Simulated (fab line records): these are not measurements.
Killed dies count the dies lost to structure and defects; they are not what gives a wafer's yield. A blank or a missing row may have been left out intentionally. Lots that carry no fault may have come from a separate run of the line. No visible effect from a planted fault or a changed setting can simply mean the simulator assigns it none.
Matching of chambers	flow n5 finfet	4 sister chambers for N5_BEOL_M2_ETCHBACK_99 on rie diel-02
The step etches SiO2 in CHF3, target depth 5 nm, time 10.4 s. 27 wafers are shown with their chamber, then 12 later ones without.

== WAFERS PAIRED WITH THEIR CHAMBERS ==
wafer	chamber	showerhead plenum p Torr (Torr)	throttle valve pct (%)	drypump motor current A (A)
L076.3	1	2.20	16.77	5.0
L076.4	3	2.19	16.89	5.4
L076.6	0	2.06	17.14	5.6
L078.2	2	2.23	17.26	5.9
L078.4	1	2.20	16.79	4.9
L078.5	2	2.23	17.25	5.9
L080.1	3	2.19	16.89	5.4
L080.4	2	2.23	17.24	5.9
L080.6	0	2.06	17.15	5.6
L079.3	2	2.23	17.25	5.9
L079.4	3	2.19	16.90	5.4
L079.6	2	2.23	17.25	5.9
L082.1	2	2.23	17.25	5.9
L082.4	1	2.20	16.80	4.9
L082.5	1	2.20	16.79	5.0
L085.2	2	2.22	17.28	5.9
L085.4	3	2.18	16.91	5.4
L085.6	1	2.20	16.81	4.9
L086.1	0	2.05	17.19	5.7
L086.2	2	2.22	17.29	5.9
L086.4	1	2.20	16.82	5.0
L084.1	3	2.18	16.90	5.4
L084.5	0	2.05	17.17	5.7
L084.6	1	2.20	16.82	5.0
L088.2	3	2.18	16.92	5.4
L088.5	2	2.22	17.29	5.9
L088.6	3	2.18	16.92	5.3

SIGNATURES (means of the wafers above)
reading	chamber 0	chamber 1	chamber 2	chamber 3	scatter within a chamber
showerhead plenum p Torr	2.0550	2.2000	2.2267	2.1843	0.00453
throttle valve pct	17.1625	16.8000	17.2622	16.9043	0.0179
drypump motor current A	5.650	4.957	5.900	5.386	0.0394
Rule: a wafer's distance from a chamber is the root of the sum, over the readings, of the square of ((its reading less the chamber's mean) divided by the reading's scatter). If the next closest chamber is less than 2 further off than the closest, the wafer can't be placed; otherwise it belongs to the closest. How the scatter is found: for the shown wafers, subtract from each reading the mean of its chamber, square and add these, divide the total by (wafers less chambers), then take the root.

== WAFERS WHOSE CHAMBER IS MISSING ==
wafer	showerhead plenum p Torr (Torr)	throttle valve pct (%)	drypump motor current A (A)
L089.3	2.22	17.31	5.9
L089.4	2.18	16.96	5.4
L089.5	2.19	16.85	5.0
L093.1	2.05	17.21	5.6
L093.2	2.17	16.95	5.4
L093.3	2.19	16.85	4.9
L096.1	2.21	17.33	5.9
L096.2	2.17	16.95	5.4
L096.4	2.19	16.86	5.0
L097.4	2.04	17.21	5.6
L097.5	2.21	17.32	5.9
L097.6	2.17	16.97	5.4

== EACH ONE'S CHAMBER ==
wafer	from the rows above	in truth
L089.3	2	2
L089.4	3	3
L089.5	1	1
L093.1	0	0
L093.2	3	3
L093.3	1	1
L096.1	2	2
L096.2	3	3
L096.4	1	1
L097.4	0	0
L097.5	2	2
L097.6	3	3
Correctly placed: 12 of 12. Not placeable from these rows: 0. Number placed wrongly: 0.
